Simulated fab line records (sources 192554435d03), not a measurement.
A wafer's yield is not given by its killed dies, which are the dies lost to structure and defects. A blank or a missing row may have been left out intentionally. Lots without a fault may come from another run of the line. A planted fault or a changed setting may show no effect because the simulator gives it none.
Matching of chambers / flow n5Finfet / cvdCo-02 running N5_BEOL_M1_PRE_CLEAN_60: 3 sister chambers
The step time 15 s. 3 wafers are shown with their chamber, then 12 later ones without.

## WAFERS, EACH WITH ITS CHAMBER
wafer=L090.5; chamber=0; heaterPowerW (W)=76
wafer=L093.2; chamber=1; heaterPowerW (W)=60
wafer=L093.4; chamber=2; heaterPowerW (W)=82

## WAFERS MISSING THEIR CHAMBER
wafer=L094.2; heaterPowerW (W)=77
wafer=L094.4; heaterPowerW (W)=75
wafer=L094.6; heaterPowerW (W)=82
wafer=L095.1; heaterPowerW (W)=75
wafer=L095.2; heaterPowerW (W)=83
wafer=L095.3; heaterPowerW (W)=60
wafer=L095.4; heaterPowerW (W)=81
wafer=L095.5; heaterPowerW (W)=74
wafer=L095.6; heaterPowerW (W)=59
wafer=L096.2; heaterPowerW (W)=75
wafer=L096.4; heaterPowerW (W)=60
wafer=L096.6; heaterPowerW (W)=83

## THE CHAMBER EACH PASSED THROUGH
wafer=L094.2; from the rows above=0; in truth=0
wafer=L094.4; from the rows above=0; in truth=0
wafer=L094.6; from the rows above=2; in truth=2
wafer=L095.1; from the rows above=0; in truth=0
wafer=L095.2; from the rows above=2; in truth=2
wafer=L095.3; from the rows above=1; in truth=1
wafer=L095.4; from the rows above=2; in truth=2
wafer=L095.5; from the rows above=0; in truth=0
wafer=L095.6; from the rows above=1; in truth=1
wafer=L096.2; from the rows above=0; in truth=0
wafer=L096.4; from the rows above=1; in truth=1
wafer=L096.6; from the rows above=2; in truth=2
12 of 12 placed correctly. From these rows, 0 cannot be placed. Wrongly placed: 0.
How it was worked out, from the rows above alone: a wafer's distance from a chamber is the root of the sum, over the readings, of the square of ((its reading less the chamber's mean) divided by the reading's scatter). The wafer belongs to the nearest chamber; if the next one is less than 2 further off, it can't be placed. For every chamber, the mean is computed from those of its wafers that are shown. The scatter (one wafer shown for each chamber): square how far every hidden wafer sits from the nearest shown wafer, average those squares and take the square root.
